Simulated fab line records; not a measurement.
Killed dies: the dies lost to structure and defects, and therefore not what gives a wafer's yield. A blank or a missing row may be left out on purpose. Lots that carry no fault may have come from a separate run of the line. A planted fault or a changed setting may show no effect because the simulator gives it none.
Chamber matching ; flow n5-finfet ; N5_BEOL_M4_PRE_CLEAN_60 on cvd-co-01 has 3 sister chambers
The step time 15 s. 27 wafers are shown with their chamber, then 12 later ones without.

== WAFERS, EACH WITH ITS CHAMBER ==
wafer;chamber;heater-power-outer-w (W);heater-power-w (W)
L074.2;1;3;67
L074.3;0;32;102
L074.5;1;3;67
L076.2;2;18;83
L076.3;1;3;66
L076.6;2;18;87
L078.2;0;31;100
L078.4;2;18;85
L078.6;1;3;66
L082.1;2;18;83
L082.3;0;33;105
L082.4;1;3;67
L083.2;0;32;103
L083.3;1;3;68
L083.4;1;3;66
L086.1;0;32;103
L086.3;1;3;68
L086.6;1;3;67
L085.2;0;32;104
L085.3;2;19;85
L085.4;0;32;105
L087.3;0;33;104
L087.4;2;18;85
L087.6;0;33;102
L089.2;2;19;89
L089.3;0;32;103
L089.5;1;3;67

SIGNATURES, as means of the wafers listed above
reading;chamber 0;chamber 1;chamber 2;scatter within a chamber
heater-power-outer-w;32.20;3.00;18.29;0.458
heater-power-w;103.10;66.90;85.29;1.49
Rule: for a wafer and a chamber, the distance is found by dividing, reading by reading, the gap between the wafer's reading and the chamber's mean by the reading's scatter, squaring, summing and taking the root. If the next closest chamber is less than 2 further off than the closest, the wafer can't be placed; otherwise it belongs to the closest. How the scatter is found: for the shown wafers, subtract from each reading the mean of its chamber, square and add these, divide the total by (wafers less chambers), then take the root.

== WAFERS WITHOUT THEIR CHAMBER ==
wafer;heater-power-outer-w (W);heater-power-w (W)
L095.3;19;87
L095.4;3;68
L095.6;18;87
L093.1;3;68
L093.4;3;67
L093.6;32;103
L094.1;19;86
L094.4;31;101
L094.6;19;86
L096.1;3;66
L096.2;19;87
L096.3;32;106

== WHICH CHAMBER EACH ONE RAN IN ==
wafer;from the rows above;in truth
L095.3;2;2
L095.4;1;1
L095.6;2;2
L093.1;1;1
L093.4;1;1
L093.6;0;0
L094.1;2;2
L094.4;0;0
L094.6;2;2
L096.1;1;1
L096.2;2;2
L096.3;0;0
Correctly placed: 12 of 12. Left unplaced by these rows: 0. Placed wrongly: 0.
